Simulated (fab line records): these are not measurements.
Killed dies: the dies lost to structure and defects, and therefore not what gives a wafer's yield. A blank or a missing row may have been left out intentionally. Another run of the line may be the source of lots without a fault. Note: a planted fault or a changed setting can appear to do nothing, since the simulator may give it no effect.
Which tool did it? | flow n5 finfet | 9 lots, 27 wafers sampled, at 5 steps of a route of 1938

## WHAT THE GAUGES SHOWED, per wafer
N5_BEOL_M4_RC_MEAS_101.
lot  | measured     | on        | DIBL_N (mV/V)  | DIBL_P (mV/V)  | IOFF_N (nA/um) | IOFF_P (nA/um) | ION_N (uA/um) | ION_P (uA/um) | SS_N (mV/dec)  | SS_P (mV/dec)  | VT_N (mV)   | VT_P (mV)
L336 | day 8 07:37  | prober-01 | 36.4 34.2 34.7 | 35.4 31.6 32.5 | 0.16 0.11 0.13 | 0.20 0.16 0.16 | 664 655 662   | 456 455 454   | 71.6 70.5 71.2 | 73.0 72.0 72.5 | 250 256 253 | -251 -256 -257
L337 | day 8 12:48  | prober-01 | 34.3 35.8 36.6 | 33.3 34.4 34.3 | 0.12 0.15 0.15 | 0.16 0.17 0.16 | 668 677 646   | 456 457 440   | 71.9 72.1 72.3 | 72.0 72.7 72.8 | 251 247 252 | -252 -253 -253
L341 | day 9 08:45  | prober-01 | 36.3 34.4 39.2 | 37.4 36.1 40.2 | 0.15 0.13 0.20 | 0.21 0.18 0.27 | 654 663 669   | 448 460 455   | 70.6 71.2 73.0 | 73.9 73.1 74.0 | 248 252 246 | -252 -251 -251
L351 | day 12 02:13 | prober-01 | 36.8 33.2      | 35.9 33.4      | 0.17 0.12      | 0.19 0.16      | 682 677       | 462 466       | 71.5 70.2      | 73.5 72.4      | 247 252     | -251 -254
L354 | day 13 02:10 | prober-01 | 35.0 36.0 36.9 | 35.2 35.9 37.6 | 0.14 0.16 0.17 | 0.21 0.21 0.24 | 677 683 690   | 466 461 470   | 70.9 71.0 71.8 | 73.5 73.1 73.5 | 249 250 250 | -249 -250 -246
L355 | day 13 11:05 | prober-02 | 34.7 37.6 34.3 | 33.9 37.7 33.2 | 0.13 0.17 0.12 | 0.18 0.24 0.17 | 664 684 653   | 454 467 452   | 70.7 71.3 70.4 | 73.4 73.3 72.3 | 252 249 250 | -249 -249 -254
L357 | day 13 17:25 | prober-02 | 34.7 35.7 37.3 | 33.1 35.3 35.7 | 0.14 0.15 0.17 | 0.17 0.20 0.21 | 671 684 665   | 462 465 457   | 71.1 70.8 71.3 | 72.5 73.3 72.6 | 248 247 248 | -253 -252 -250
L358 | day 14 05:07 | prober-02 | 36.1 32.9 36.1 | 37.4 33.9 37.3 | 0.16 0.12 0.16 | 0.21 0.17 0.20 | 685 672 681   | 467 457 460   | 71.8 70.4 71.1 | 73.0 72.3 73.9 | 251 252 249 | -252 -252 -253

## WHAT TOOL EACH LOT RAN ON (gives the tool, then ch and the chambers of the sampled wafers, and finally the start)
lot  | N5_MOL_CONTACT_COAG_ETCH_59       | N5_MOL_CONTACT_COAG_ETCH_15       | N5_MOL_CONTACT_COAG_SPUTTER_143 | N5_MOL_CONTACT_COAG_CO_FILL_22
L336 | rie diel-04 ch 1,2, day 4 23:05   | rie diel-04 ch 1,2, day 4 23:16   | pvd sputter-03, day 5 01:46     | cvd co-01 ch 0,2, day 5 01:53
L337 | rie diel-02 ch 1,2, day 5 07:41   | rie diel-02 ch 1,2, day 5 07:52   | pvd sputter-01, day 5 10:46     | cvd co-02 ch 0,1,2, day 5 10:53
L341 | rie diel-02 ch 0,1,2, day 6 09:25 | rie diel-02 ch 0,1,2, day 6 09:36 | pvd sputter-01, day 6 11:07     | cvd co-02 ch 0,1, day 6 11:14
L351 | rie diel-02 ch 0,1,3, day 8 22:32 | rie diel-02 ch 0,1,3, day 8 22:44 | pvd sputter-02, day 9 02:11     | cvd co-01 ch 1,2, day 9 02:18
L352 | rie diel-03 ch 0,2,3, day 9 00:41 | rie diel-03 ch 0,2,3, day 9 00:52 | pvd sputter-01, day 9 02:43     | cvd co-01 ch 0,2, day 9 02:58
L354 | rie diel-03 ch 0,1,3, day 9 11:56 | rie diel-03 ch 0,1,3, day 9 12:07 | pvd sputter-02, day 9 13:59     | cvd co-01 ch 0,1,2, day 9 14:24
L355 | rie diel-04 ch 0,2,3, day 9 17:43 | rie diel-04 ch 0,2,3, day 9 17:54 | pvd sputter-02, day 9 20:55     | cvd co-01 ch 0,2, day 9 21:02
L357 | rie diel-04 ch 0,3, day 10 04:58  | rie diel-04 ch 0,3, day 10 05:08  | pvd sputter-02, day 10 07:59    | cvd co-02 ch 0,2, day 10 08:06
L358 | rie diel-04 ch 1,3, day 10 10:56  | rie diel-04 ch 1,3, day 10 11:07  | pvd sputter-02, day 10 14:23    | cvd co-01 ch 1,2, day 10 14:31
- N5_MOL_CONTACT_COAG_ETCH_59: etches underlayer in N2/H2, target depth 13 nm, time 10.4 s.
- N5_MOL_CONTACT_COAG_ETCH_15: etches SiNx in CH3F/O2, stops on Si:P, target depth 7 nm.
- N5_MOL_CONTACT_COAG_SPUTTER_143: material Co, target thk 2.5 nm.
- N5_MOL_CONTACT_COAG_CO_FILL_22: material Co, precursor CCTBA/H2, target thk 20 nm.

## WHAT THE TOOLS THEMSELVES READ (means of the sampled wafers that have a number; where no wafer has one, the mark that the record gives instead)
N5_MOL_CONTACT_COAG_ETCH_59.
lot  | tool        | drypump motor current A (A) | etch rf on time s (s) | oes product au (a.u.) | rf vpp V (V) | showerhead plenum p Torr (Torr) | throttle valve pct (%)
L336 | rie diel-04 | 6.1                         | 10.48                 | 0.63                  | 525.5        | 2.56                            | 17.90
L337 | rie diel-02 | 5.7                         | 10.29                 | 0.62                  | 520.4        | 2.43                            | 17.86
L341 | rie diel-02 | 5.8                         | 10.14                 | 0.67                  | 521.7        | 2.48                            | 17.82
L351 | rie diel-02 | 5.9                         | 10.33                 | 0.65                  | 523.5        | 2.53                            | 17.73
L352 | rie diel-03 | 5.6                         | 10.20                 | 0.79                  | 522.7        | 2.51                            | 17.70
L354 | rie diel-03 | 6.0                         | 10.35                 | 0.76                  | 523.1        | 2.55                            | 17.80
L355 | rie diel-04 | 5.8                         | 10.23                 | 0.69                  | 524.5        | 2.55                            | 17.71
L357 | rie diel-04 | 5.5                         | 10.24                 | 0.73                  | 525.6        | 2.61                            | 17.51
L358 | rie diel-04 | 5.6                         | 10.38                 | 0.67                  | 522.7        | 2.52                            | 17.76

N5_MOL_CONTACT_COAG_ETCH_15.
lot  | tool        | drypump motor current A (A) | oes_ar_750_au (a.u.) | oes product au (a.u.) | rf vpp V (V) | showerhead plenum p Torr (Torr) | throttle valve pct (%)
L336 | rie diel-04 | 6.1                         | 0.74                 | 0.54                  | 298          | 2.03                            | 16.45
L337 | rie diel-02 | 5.7                         | 0.74                 | 0.53                  | 290          | 1.90                            | 16.36
L341 | rie diel-02 | 5.8                         | 0.79                 | 0.57                  | 294          | 1.95                            | 16.29
L351 | rie diel-02 | 5.9                         | 0.75                 | 0.55                  | 300          | 1.99                            | 16.26
L352 | rie diel-03 | 5.6                         | 0.90                 | 0.66                  | 303          | 1.99                            | 16.18
L354 | rie diel-03 | 6.1                         | 0.88                 | 0.64                  | 304          | 2.02                            | 16.24
L355 | rie diel-04 | 5.8                         | 0.80                 | 0.58                  | 295          | 2.02                            | 16.28
L357 | rie diel-04 | 5.6                         | 0.86                 | 0.63                  | 297          | 2.07                            | 16.11
L358 | rie diel-04 | 5.6                         | 0.79                 | 0.57                  | 290          | 1.98                            | 16.20

N5_MOL_CONTACT_COAG_SPUTTER_143.
lot  | tool           | chamber pressure pa (Pa) | substrate temp c (C) | throttle valve pct (%)
L336 | pvd sputter-03 | 0.1998                   | 24.92                | 30.8
L337 | pvd sputter-01 | 0.1999                   | 24.94                | 30.2
L341 | pvd sputter-01 | 0.1998                   | 25.00                | 29.5
L351 | pvd sputter-02 | -                        | -                    | -
L352 | pvd sputter-01 | -                        | -                    | -
L354 | pvd sputter-02 | 0.2000                   | 24.89                | 29.4
L355 | pvd sputter-02 | 0.2000                   | 24.94                | 29.5
L357 | pvd sputter-02 | 0.2000                   | 24.98                | 30.0
L358 | pvd sputter-02 | 0.2000                   | 24.89                | 29.6

N5_MOL_CONTACT_COAG_CO_FILL_22.
lot  | tool      | heater power w (W)
L336 | cvd co-01 | 226
L337 | cvd co-02 | 238
L341 | cvd co-02 | 261
L351 | cvd co-01 | 242
L352 | cvd co-01 | 227
L354 | cvd co-01 | 229
L355 | cvd co-01 | 220
L357 | cvd co-02 | 240
L358 | cvd co-01 | 239

## THE ANSWER, worked out from the rows above alone
Rule: usual is defined by the lots themselves. The widest of any qualifying gaps counts: lots, ordered by their means at a reading, are off when they make up no more than a third of the lots, leave a main group of 4 or more, and stand apart from it by 3 or more times the standard deviation of that group's means. If all means in a main group match to the digits the tables above print for the reading, that group is not used. A lot without any number at a reading at which 4 lots or more have one is off too. Where the step has rows for the other lots, those lots are counted as sound. First the gauges in route order, then the tools' own readings, where a lot's mean is used as printed above. At the first step where some lot is off, the reading lying furthest off is the one used; lots without a number count as furthest.
Off: L351, L352 (N5_MOL_CONTACT_COAG_SPUTTER_143, chamber pressure pa). Without a number there: L351, L352. Mean 0.1999 Pa and standard deviation 8.8e-05 in the main group.
If a tool, at that step or one of the process steps before it, ran each lot that is off and ran no sound lot following the first of them, it fits. Of those tried, none fits.

## WHAT HAD BEEN PUT IN BY THE SIMULATOR
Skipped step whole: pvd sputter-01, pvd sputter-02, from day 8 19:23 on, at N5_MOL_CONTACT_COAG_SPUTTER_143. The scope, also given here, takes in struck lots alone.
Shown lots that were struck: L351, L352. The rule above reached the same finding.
